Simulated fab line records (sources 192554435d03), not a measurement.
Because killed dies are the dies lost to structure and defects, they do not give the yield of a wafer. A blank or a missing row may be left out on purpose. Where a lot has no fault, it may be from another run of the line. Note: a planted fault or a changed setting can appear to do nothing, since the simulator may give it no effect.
2 desks looking at one fault / flow n5Finfet / numbers are kept per desk, each desk with only its own; the story behind them comes last

== THE DEFECT DESK ==
Per lot, the means of the sampled wafers with a number show what the inspections along the route counted. Marked OUT: a lot whose mean sits more than 4 standard deviations from the usual mean, which makes it out of limits; the brackets give that distance.
Columns: A = rawDefectCount at N5_BEOL_M9_INSPECT_13, usual 394
lot=L362; first seen here=day 10 08:19; A=383
lot=L363; first seen here=day 10 20:07; A=378
lot=L370; first seen here=day 12 16:32; A=239
lot=L377; first seen here=day 13 19:40; A=414
lot=L376; first seen here=day 14 04:32; A=559
lot=L378; first seen here=day 14 15:20; A=322
lot=L379; first seen here=day 14 19:51; A=383
lot=L382; first seen here=day 15 07:51; A=427
lot=L383; first seen here=day 15 16:23; A=458
lot=L384; first seen here=day 15 21:35; A=409
Finding of this desk: none of the 10 lots has anything out of limits.

== THE TOOL OWNER'S DESK: rieDiel-02 ==
The tool's own readings at N5_BEOL_M9_ETCH_61 (etches SiARC in CF4, target depth 39 nm, time 65 s): means of the sampled wafers that have a number, for each lot that ran on this tool. Marked OUT: a lot whose mean sits more than 4 standard deviations from the usual mean, which makes it out of limits; the brackets give that distance.
Columns: A = biasW at N5_BEOL_M9_ETCH_61, usual 35.99 W; B = drypumpMotorCurrentA at N5_BEOL_M9_ETCH_61, usual 5.7 A; C = etchRfOnTimeS at N5_BEOL_M9_ETCH_61, usual 64.6 s; D = oesProductAu at N5_BEOL_M9_ETCH_61, usual 0.67 a.u.; E = rfVppV at N5_BEOL_M9_ETCH_61, usual 183.8 V; F = showerheadPlenumPTorr at N5_BEOL_M9_ETCH_61, usual 2.13 Torr; G = throttleValvePct at N5_BEOL_M9_ETCH_61, usual 15.68 %
lot=L362; first seen here=day 10 08:23; A=36.06; B=5.8; C=65.3; D=0.65; E=183.8; F=2.14; G=15.74
lot=L363; first seen here=day 10 20:12; A=36.06; B=5.5; C=66.3; D=0.63; E=184.4; F=2.11; G=15.69
lot=L370; first seen here=day 12 16:37; A=36.06; B=5.4; C=57.5 (-7.7) OUT; D=0.81; E=183.5; F=2.15; G=15.34
lot=L383; first seen here=day 15 16:33; A=36.02; B=5.5; C=65.3; D=0.67; E=183.6; F=2.12; G=15.59
Finding of this desk: L370 out of limits; the first was L370 at day 12 16:37, on etchRfOnTimeS at N5_BEOL_M9_ETCH_61. Within limits: L362, L363, L383.

== BROUGHT TOGETHER ==
On L370, at day 12 16:37, an alarm was possible from the tool owner's desk.
Nothing out of limits was seen by the defect desk.
The defect desk has L370 on record, within its limits.
N5_BEOL_M9_ETCH_61 was run on rieDiel-02 by each of the lots named.

== WHAT THE SIMULATOR HAD PUT IN ==
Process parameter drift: rieDiel-02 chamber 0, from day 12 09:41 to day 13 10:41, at N5_BEOL_M9_ETCH_61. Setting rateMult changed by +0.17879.
Lots struck among those shown: L370.
How many hours passed from the start of the fault until each desk's first out-of-limits reading: the tool owner's desk, 7.
